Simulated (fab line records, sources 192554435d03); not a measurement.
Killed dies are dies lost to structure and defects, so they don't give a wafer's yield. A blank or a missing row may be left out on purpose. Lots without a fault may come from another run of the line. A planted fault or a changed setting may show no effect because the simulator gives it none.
Chamber matching | flow n5_finfet | N5_BEOL_M0_SAQP_DESCUM_19 on rie_diel-02: 4 sister chambers
The step chemistry O2, time 7.9 s. 18 wafers are shown with their chamber, then 9 later ones without.

WAFERS WITH THEIR CHAMBER
wafer  | chamber | showerhead_plenum_p_Torr (Torr) | throttle_valve_pct (%) | oes_product_au (a.u.)
L074.1 | 1       | 2.11                            | 19.9                   | 0.88
L074.3 | 2       | 2.13                            | 19.8                   | 0.99
L074.6 | 0       | 2.07                            | 20.7                   | 0.72
L076.2 | 1       | 2.10                            | 19.9                   | 0.86
L076.3 | 3       | 2.22                            | 20.2                   | 0.95
L076.6 | 0       | 2.07                            | 20.7                   | 0.71
L079.1 | 0       | 2.07                            | 20.8                   | 0.72
L079.3 | 1       | 2.10                            | 19.9                   | 0.86
L079.5 | 2       | 2.12                            | 19.7                   | 0.94
L081.1 | 3       | 2.22                            | 20.3                   | 0.95
L081.3 | 2       | 2.12                            | 19.8                   | 0.95
L081.6 | 3       | 2.22                            | 20.3                   | 0.94
L082.2 | 3       | 2.22                            | 20.2                   | 0.94
L082.3 | 2       | 2.12                            | 19.7                   | 0.95
L082.6 | 2       | 2.12                            | 19.8                   | 0.93
L086.1 | 2       | 2.12                            | 19.8                   | 0.92
L086.2 | 0       | 2.07                            | 20.8                   | 0.71
L086.5 | 3       | 2.22                            | 20.3                   | 0.91

SIGNATURES (means of the wafers above)
reading                  | chamber 0 | chamber 1 | chamber 2 | chamber 3 | scatter within a chamber
showerhead_plenum_p_Torr | 2.0700    | 2.1033    | 2.1217    | 2.2200    | 0.00327
throttle_valve_pct       | 20.750    | 19.900    | 19.767    | 20.260    | 0.0502
oes_product_au           | 0.7150    | 0.8667    | 0.9467    | 0.9380    | 0.0177
Rule: a wafer's distance from a chamber is the root of the sum, over the readings, of the square of ((its reading less the chamber's mean) divided by the reading's scatter). The wafer belongs to the nearest chamber; if the next one is less than 2 further off, it can't be placed. The scatter: the root of (the sum of the squares of (reading less its chamber's mean) over the shown wafers, divided by (wafers less chambers)).

WAFERS WITHOUT THEIR CHAMBER
wafer  | showerhead_plenum_p_Torr (Torr) | throttle_valve_pct (%) | oes_product_au (a.u.)
L091.4 | 2.12                            | 19.8                   | 0.89
L091.5 | 2.06                            | 20.8                   | 0.70
L091.6 | 2.22                            | 20.3                   | 0.90
L092.1 | 2.22                            | 20.3                   | 0.90
L092.2 | 2.06                            | 20.8                   | 0.68
L092.4 | 2.10                            | 19.9                   | 0.83
L094.1 | 2.11                            | 19.8                   | 0.88
L094.3 | 2.09                            | 19.9                   | 0.83
L094.6 | 2.11                            | 19.8                   | 0.88

WHICH CHAMBER EACH WENT THROUGH
wafer  | from the rows above | in truth
L091.4 | 2                   | 2
L091.5 | 0                   | 0
L091.6 | 3                   | 3
L092.1 | 3                   | 3
L092.2 | 0                   | 0
L092.4 | 1                   | 1
L094.1 | 1                   | 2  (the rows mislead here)
L094.3 | 1                   | 1
L094.6 | 1                   | 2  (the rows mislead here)
Placed correctly: 7 of 9. Can't be placed from these rows: 0. Placed wrongly: 2.
